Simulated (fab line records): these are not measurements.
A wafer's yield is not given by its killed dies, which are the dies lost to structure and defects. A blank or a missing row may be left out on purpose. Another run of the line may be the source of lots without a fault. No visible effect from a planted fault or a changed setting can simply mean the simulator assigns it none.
Matching of chambers + flow nand harc + pecvd-04 running NHARC_A_STAIRCASE_DEP_151: 3 sister chambers
The step deposits SiO2, target thk 3800 nm. 14 wafers are shown with their chamber, then 7 later ones without.

== EACH WAFER AND ITS CHAMBER ==
| wafer  | chamber | heater power w (W) |
|--------|---------|--------------------|
| L074.1 | 0       | 801                |
| L074.2 | 2       | 793                |
| L074.6 | 1       | 686                |
| L078.1 | 1       | 739                |
| L078.2 | 0       | 795                |
| L078.5 | 2       | 630                |
| L080.1 | 2       | 733                |
| L080.4 | 2       | 624                |
| L080.6 | 1       | 669                |
| L084.1 | 2       | 766                |
| L084.4 | 1       | 663                |
| L084.5 | 2       | 624                |
| L086.1 | 1       | 768                |
| L086.2 | 0       | 808                |

SIGNATURES, as means of the wafers listed above
| reading        | chamber 0 | chamber 1 | chamber 2 | scatter within a chamber |
|----------------|-----------|-----------|-----------|--------------------------|
| heater power w | 801.33    | 705.00    | 695.00    | 59.6                     |
Rule: for each reading, subtract the chamber's mean from the wafer's reading, divide by that reading's scatter and square the result; add these up over the readings and take the root, which gives the wafer's distance from the chamber. The wafer belongs to the nearest chamber; if the next one is less than 2 further off, it can't be placed. The scatter is the square root of a quotient: the sum, over the shown wafers, of each reading's squared deviation from its chamber's mean, divided by wafers minus chambers.

== WAFERS WITHOUT THEIR CHAMBER ==
| wafer  | heater power w (W) |
|--------|--------------------|
| L086.4 | 616                |
| L095.3 | 731                |
| L095.5 | 630                |
| L095.6 | 640                |
| L096.1 | 726                |
| L096.4 | 661                |
| L096.6 | 631                |

== EACH ONE'S CHAMBER ==
| wafer  | from the rows above          | in truth |
|--------|------------------------------|----------|
| L086.4 | can't be placed: 2 or 1 or 0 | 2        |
| L095.3 | can't be placed: 1 or 2 or 0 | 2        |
| L095.5 | can't be placed: 2 or 1 or 0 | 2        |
| L095.6 | can't be placed: 2 or 1 or 0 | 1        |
| L096.1 | can't be placed: 1 or 2 or 0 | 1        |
| L096.4 | can't be placed: 2 or 1 or 0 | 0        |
| L096.6 | can't be placed: 2 or 1 or 0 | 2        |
Correctly placed: 0 of 7. Unplaceable from these rows: 7, with the true chamber sitting among the candidates in 7. Placed wrongly: 0.
